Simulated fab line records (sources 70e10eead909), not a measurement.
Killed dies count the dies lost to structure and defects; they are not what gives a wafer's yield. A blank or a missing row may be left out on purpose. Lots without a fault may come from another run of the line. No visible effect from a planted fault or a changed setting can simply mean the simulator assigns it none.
Comparing a struck lot with a sound one	flow nand_harc	14 steps out of a route of 1302
Sound: wafers L367.3, L367.4, L367.6. Wafers struck: L384.2, L384.3, L384.5. Last of all comes the cause.
Per side, at each step with rows, come the tool, then ch with its chambers, and then its first start. Under that, the readings that differ: sound wafers	struck wafers	difference of the means	sigmas: that difference in standard deviations of wafers without a fault.
alike: same words and numbers on both sides, and readings whose means sit less than 2 such deviations apart. not compared: any withheld reading, any reading some wafer has no value for, any bound like >300 that may hide the same value, and any number with overlapping values for which the record gives no deviation.
The two part at a step that has a row with sigmas, a row that says differs or no value, or rows on one side only. Numbers that have no deviation but don't overlap get no sigmas and don't part them. A reading that every wafer of one side lacks parts them only if that side has two wafers or more.

NHARC_P_GATE_DESCUM_31: chemistry O2, time 3 s.
  sound on rie_diel-10 ch 1,3, day 5 01:57; struck on rie_diel-12 ch 2,3, day 12 02:25
  alike: drypump_motor_current_A, oes_product_au, rf_vpp_V, showerhead_plenum_p_Torr, throttle_valve_pct
  not compared: rf_hours_counter_h
then, 1 step without rows for these wafers: NHARC_P_GATE_ETCH_104 (etches the open film in CF4/CHF3, target depth 60 nm).
NHARC_P_GATE_HM_OPEN_105: chemistry O2/COS, target depth 360 nm.
  sound: rie_diel-10 ch 1,2; struck: rie_diel-12 ch 0,1,3
  alike: drypump_motor_current_A, oes_product_au, rf_vpp_V, showerhead_plenum_p_Torr, throttle_valve_pct
  not compared: rf_hours_counter_h
then, 1 step without rows for these wafers: NHARC_P_GATE_STRIP_106 (strips in O2/COS).
NHARC_P_GATE_ETCH_114: etches the open film in CF4/O2, target depth 30 nm, overetch 3 nm, time 16.5 s.
  sound: rie_diel-10 ch 1,3; struck: rie_diel-12 ch 0,1,2
  alike: drypump_motor_current_A, oes_f_703_au, oes_product_au, rf_vpp_V, showerhead_plenum_p_Torr, throttle_valve_pct
  not compared: rf_hours_counter_h
then, 1 step without rows for these wafers: NHARC_P_GATE_ETCH_32 (etches the open film in HBr/Cl2, target depth 150 nm, time 100.1 s).
NHARC_P_GATE_STRIP_108: strips in O2.
  sound on rie_diel-02 ch 0,1,3, day 5 02:35; struck on rie_diel-12 ch 0,3, day 12 03:01
  alike: drypump_motor_current_A, oes_product_au, rf_vpp_V, showerhead_plenum_p_Torr, throttle_valve_pct
  not compared: rf_hours_counter_h
NHARC_P_GATE_CD_MEAS_33:
  sound on cd_sem-03 at day 5 02:44; struck on cd_sem-03 at day 12 03:12
  alike: cd_nm
then, 3 steps without rows for these wafers: NHARC_P_GATE_STRIP_35 (strips in SPM, time 600 s); NHARC_P_GATE_PRECLEAN_73 (cleans in SC1); NHARC_P_GATE_SRD_74.
NHARC_P_GATE_ALD_36: deposits SiNx, target thk 20 nm, pulse time 60 s, ald cycles 223.
  sound on ald_sin-03 ch 1,2,3, day 5 03:12; struck on ald_sin-01 ch 1,2,3, day 12 05:47
  alike: heater_power_w, precursor_pulse_height_rel
NHARC_P_GATE_ETCHBACK_37: etches the open film in CHF3/O2, target depth 34.5 nm, time 17.2 s.
  sound on rie_diel-10 ch 2,3, day 5 12:43; struck on rie_diel-10 ch 0,1,2, day 12 13:13
  no value came back on the struck wafers for any of 7 readings (bias_w (W), chamber_pressure_mTorr (mTorr) and others); on the sound wafers bias_w (W) reads 200.6 200.6 200.8
  not compared: rf_hours_counter_h
then, 1 step without rows for these wafers: NHARC_P_GATE_STRIP_101 (strips in O2, time 20 s).

## WHERE THEY PART
NHARC_P_GATE_ETCHBACK_37 only, going by this record.

WHY: what the simulator had put in
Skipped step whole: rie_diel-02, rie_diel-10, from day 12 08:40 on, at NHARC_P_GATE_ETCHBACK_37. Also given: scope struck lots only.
